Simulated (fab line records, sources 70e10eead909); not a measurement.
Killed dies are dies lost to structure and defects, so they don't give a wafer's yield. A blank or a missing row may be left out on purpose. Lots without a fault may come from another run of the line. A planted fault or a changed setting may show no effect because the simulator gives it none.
A struck lot beside a sound one | flow nand_harc | 43 steps out of a route of 1159
Sound: wafers L201.1, L201.3, L201.6. Struck: wafer L218.4. (L218.2, L218.5 of the same lot were not struck and are left out.) The cause comes at the end.
At each step with rows: each side's tool, then ch and its chambers, then its first start. Under that, the readings that differ: sound wafers | struck wafers | difference of the means | sigmas: that difference in standard deviations of wafers without a fault.
alike: readings whose means differ by less than 2 such deviations, and words and numbers that are the same on both sides. not compared: withheld readings, readings that some wafer has no value for, bounds like >300 that may hide the same value, and numbers for which the record gives no deviation and whose values overlap.
The two part at a step that has a row with sigmas, a row that says differs or no value, or rows on one side only. Numbers that don't overlap but have no deviation are shown without sigmas and don't part them. A reading that every wafer of one side lacks parts them only if that side has two wafers or more.

first, 7 steps without rows for these wafers: NHARC_A_CONTACT_COAT_35 (time 65 s); NHARC_A_CONTACT_COAT_36 (resist thk 90 nm); NHARC_A_CONTACT_SOFTBAKE_37 (time 55 s); NHARC_A_CONTACT_EBR_38; NHARC_A_CONTACT_EXPOSE_39 (exposes mask A CC 3); NHARC_A_CONTACT_PEB_40 (peb time 65 s); NHARC_A_CONTACT_DEVELOP_41 (develop time 35 s).
NHARC_A_CONTACT_CD_MEAS_42: target cd 200 nm.
  sound on cd_sem-01 ch 0, day 16 12:29; struck on cd_sem-01 ch 0, day 20 23:49
  reading    | sound             | struck | difference | sigmas
  cd_nm (nm) | 199.3 199.7 199.1 | 200.6  | +1.2       | +2
NHARC_A_CONTACT_OVL_MEAS_43:
  sound on overlay-01, day 16 12:35; struck on overlay-02, day 20 23:54
  reading           | sound          | struck | difference | sigmas
  overlay_x_nm (nm) | -1.0 -1.0 -1.2 | 2.6    | +3.7       | +4
  alike: overlay_y_nm
NHARC_A_CONTACT_INSPECT_44:
  sound on defect_inspect-01, day 16 12:37; struck on defect_inspect-01, day 20 23:56
  reading          | sound    | struck | difference | sigmas
  raw_defect_count | 17 21 13 | 73     | +56        | +4
NHARC_A_CONTACT_DESCUM_47: chemistry O2, time 3 s.
  sound on rie_diel-08 ch 2,3, day 16 12:43; struck on rie_diel-06 ch 3, day 21 00:13
  alike: drypump_motor_current_A, oes_product_au, rf_vpp_V, showerhead_plenum_p_Torr, throttle_valve_pct
  not compared: rf_hours_counter_h
then, 1 step without rows for these wafers: NHARC_A_CONTACT_ETCH_48 (etches the open film in CF4, target depth 39 nm, time 65 s).
NHARC_A_CONTACT_ETCH_49: etches the open film in N2/H2, target depth 260 nm, time 475.3 s.
  sound on rie_diel-08 ch 0,1, day 16 12:53; struck on rie_diel-06 ch 0, day 21 00:23
  alike: drypump_motor_current_A, h2_flow_sccm, oes_product_au, rf_vpp_V, showerhead_plenum_p_Torr, throttle_valve_pct
  not compared: rf_hours_counter_h
then, 6 steps without rows for these wafers: NHARC_A_CONTACT_ETCH_50 (etches the open film in CF4/CHF3, target depth 84.7 nm, time 42.4 s); NHARC_A_CONTACT_ETCH_51 (etches the open film in O2/COS, target depth 3600 nm, time 936 s); NHARC_A_CONTACT_ETCH_111 (etches the open film in C4F8/O2/Ar, time 140 s, target depth 700 nm); NHARC_A_CONTACT_ETCH_112 (etches the open film in C4F8/O2/Ar, time 94 s, target depth 922 nm); NHARC_A_CONTACT_ETCH_113 (etches the open film in C4F8/O2/Ar, time 94 s, target depth 922 nm); NHARC_A_CONTACT_ETCH_114 (etches the open film in C4F8/O2/Ar, time 94 s, target depth 922 nm).
NHARC_A_CONTACT_ETCH_115: etches the open film in C4F8/O2/Ar, time 94 s, target depth 922 nm.
  sound on har_cap_etch-03 ch 1, day 16 14:31; struck on har_cap_etch-02 ch 1, day 21 01:56
  not compared: rf_hours_counter_h
then, 6 steps without rows for these wafers: NHARC_A_CONTACT_ETCH_116 (etches the open film in C4F8/O2/Ar, time 94 s, target depth 922 nm); NHARC_A_CONTACT_ETCH_117 (etches the open film in C4F8/O2/Ar, time 94 s, target depth 922 nm); NHARC_A_CONTACT_ETCH_118 (etches the open film in C4F8/O2/Ar, time 94 s, target depth 922 nm); NHARC_A_CONTACT_ETCH_119 (etches the open film in C4F8/O2/Ar, time 94 s, target depth 922 nm); NHARC_A_CONTACT_ETCH_120 (etches the open film in C4F8/O2/Ar, time 94 s, target depth 922 nm); NHARC_A_CONTACT_ETCH_121 (etches the open film in C4F8/O2/Ar, time 94 s, target depth 922 nm).
NHARC_A_CONTACT_ETCH_122: etches the open film in C4F8/O2/Ar, time 95 s, target depth 930 nm.
  sound on har_cap_etch-03 ch 1, day 16 15:09; struck on har_cap_etch-02 ch 1, day 21 02:34
  not compared: rf_hours_counter_h
then, 2 steps without rows for these wafers: NHARC_A_CONTACT_ETCH_123 (etches the open film in C4F8/O2/Ar, time 253 s, target depth 1090 nm); NHARC_A_CONTACT_ETCH_90 (etches the open film in CH3F/O2, target depth 40 nm, time 85.7 s).
NHARC_A_CONTACT_ETCH_96: etches the open film in C4F6/O2, target depth 20 nm, time 10 s.
  sound on rie_diel-03 ch 1,3; struck on rie_diel-03 ch 3
  alike: drypump_motor_current_A, oes_product_au, rf_vpp_V, showerhead_plenum_p_Torr, throttle_valve_pct
  not compared: rf_hours_counter_h
NHARC_A_CONTACT_CD_MEAS_53:
  sound on cd_sem-03, day 16 16:04; struck on cd_sem-01, day 21 03:29
  alike: cd_nm
then, 7 steps without rows for these wafers: NHARC_A_CONTACT_STRIP_99 (strips in N2/H2); NHARC_A_CONTACT_STRIP_100 (strips in CF4/CHF3); NHARC_A_CONTACT_STRIP_101 (strips in O2/COS); NHARC_A_CONTACT_ETCH_102 (etches the open film in CF4/O2, target depth 70 nm, overetch 7 nm, time 38.5 s); NHARC_A_CONTACT_STRIP_55 (strips in O2); NHARC_A_CONTACT_STRIP_56 (strips in post etch residue remover, time 600 s); NHARC_A_CONTACT_DEP_57 (deposits aC, target thk 2800 nm).
NHARC_A_CONTACT_DEP_58: deposits SiON, target thk 60 nm.
  sound on pecvd-02 ch 0,2, day 16 21:22; struck on pecvd-01 ch 0, day 21 09:44
  alike: heater_power_w
then, 3 steps without rows for these wafers: NHARC_A_CONTACT_DEHYDRATE_59 (time 120 s); NHARC_A_CONTACT_HMDS_60 (time 30 s); NHARC_A_CONTACT_COAT_61 (time 75 s).
-- the record jumps here: 3 days lie between the struck wafers' starts before and after (it left off in module A_CONTACT and takes up again in module END, whose first step shown is number 1159 of the route) --
NHARC_END_SORT_01:
  the record has rows for the struck wafers here (prober-02 ch 0, day 24 00:57) and none for the sound ones

WHERE THEY PART
First at NHARC_A_CONTACT_CD_MEAS_42; last, within this record, at NHARC_END_SORT_01.

WHY: what the simulator had put in
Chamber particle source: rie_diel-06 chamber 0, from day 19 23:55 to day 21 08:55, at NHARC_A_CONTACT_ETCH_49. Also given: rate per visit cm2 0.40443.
